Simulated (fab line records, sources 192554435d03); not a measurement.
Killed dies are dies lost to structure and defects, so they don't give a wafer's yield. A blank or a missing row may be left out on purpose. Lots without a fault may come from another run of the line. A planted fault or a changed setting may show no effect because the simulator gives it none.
A struck lot beside a sound one | flow n5_finfet | 15 steps out of a route of 1938
Sound: wafers L929.3, L929.5, L929.6. Struck: wafer L942.6. (L942.3 of the same lot was not struck and is left out.) The cause comes at the end.
At each step with rows: each side's tool, then ch and its chambers, then its first start. Under that, the readings that differ: sound wafers | struck wafers | difference of the means | sigmas: that difference in standard deviations of wafers without a fault.
alike: readings whose means differ by less than 2 such deviations, and words and numbers that are the same on both sides. not compared: withheld readings, readings that some wafer has no value for, bounds like >300 that may hide the same value, and numbers for which the record gives no deviation and whose values overlap.
The two part at a step that has a row with sigmas, a row that says differs or no value, or rows on one side only. Numbers that don't overlap but have no deviation are shown without sigmas and don't part them. A reading that every wafer of one side lacks parts them only if that side has two wafers or more.

first, 2 steps without rows for these wafers: N5_BEOL_M6_CURE_75 (cures SiCOH lowk, time 120 s); N5_BEOL_M6_DEGAS_44 (time 60 s).
N5_BEOL_M6_PRE_CLEAN_45: time 30 s.
  sound on pvd_sputter-03, day 8 08:57; struck on pvd_sputter-03, day 11 22:55
  alike: heater_power_w
then, 1 step without rows for these wafers: N5_BEOL_M6_ALD_77 (deposits TaN, target thk 2 nm, pulse time 2 s, purge time 3 s).
N5_BEOL_M6_SURFACE_TREAT_79:
  sound on pvd_sputter-02, day 8 09:21; struck on pvd_sputter-03, day 11 23:19
  not compared: throttle_valve_pct
then, 1 step without rows for these wafers: N5_BEOL_M6_CVD_78 (deposits Co from CCTBA/H2, target thk 2 nm, time 142.3 s).
N5_BEOL_M6_SPUTTER_48: material Cu, target thk 10 nm, time 1.667 s.
  sound on pvd_sputter-02, day 8 09:35; struck on pvd_sputter-03, day 11 23:34
  reading                  | sound                   | struck  | difference | sigmas
  chamber_pressure_pa (Pa) | 0.13149 0.13044 0.12989 | 0.12954 | -0.00107   | -4
  alike: bias_v, throttle_valve_pct
then, 1 step without rows for these wafers: N5_BEOL_M6_ECD_50 (material Cu, target thk 300 nm).
N5_BEOL_M6_ANNEAL_51: time 90 s.
  sound on rtp_anneal-02 ch 0, day 8 09:56; struck on rtp_anneal-01 ch 0, day 12 00:27
  alike: wafer_temp_C_max
N5_BEOL_M6_CMP_52: polishes, stops on SiCOH lowk, t overpolish 6.9 s, target thk 80 nm.
  sound on cmp-01 ch 0,1, day 8 10:11; struck on cmp-04 ch 3, day 12 00:47
  alike: barrier_field_endpoint_s, motor_current_A, overpolish_run_s, time_to_endpoint_s
  not compared: pad_life_wafers
N5_BEOL_M6_THK_MEAS_53: measures by xrf.
  sound on film_metro-02, day 8 10:26; struck on film_metro-01, day 12 00:58
  alike: M6_THK
then, 1 step without rows for these wafers: N5_BEOL_M6_PRE_CLEAN_55 (time 15 s).
N5_BEOL_M6_DEP_56: deposits SiCN from 3MS/NH3, target thk 10 nm, time 17.5 s.
  sound on pecvd-04 ch 0,2, day 8 10:30; struck on pecvd-04 ch 1, day 12 01:01
  reading                                  | sound      | struck | difference | sigmas
  model.SiCN_of_BEOL_M6_DEP_56.thk_nm (nm) | 9.8 10 9.8 | 7.6    | -2.3       |
  alike: showerhead_plenum_p_Torr, throttle_valve_pct
N5_BEOL_M6_RS_MEAS_57: measures by four-point-probe.
  sound on film_metro-02, day 8 10:34; struck on film_metro-01, day 12 01:05
  alike: M6_RS
-- the record jumps here: 4 days lie between the struck wafers' starts before and after (it left off in module BEOL_M6 and takes up again in module PASSIVATION, whose first step shown is number 1936 of the route) --
N5_PASSIVATION_PROBE_49:
  the record has rows for the struck wafers here (prober-01, day 15 19:01) and none for the sound ones

WHERE THEY PART
First at N5_BEOL_M6_SPUTTER_48; last, within this record, at N5_PASSIVATION_PROBE_49.

WHY: what the simulator had put in
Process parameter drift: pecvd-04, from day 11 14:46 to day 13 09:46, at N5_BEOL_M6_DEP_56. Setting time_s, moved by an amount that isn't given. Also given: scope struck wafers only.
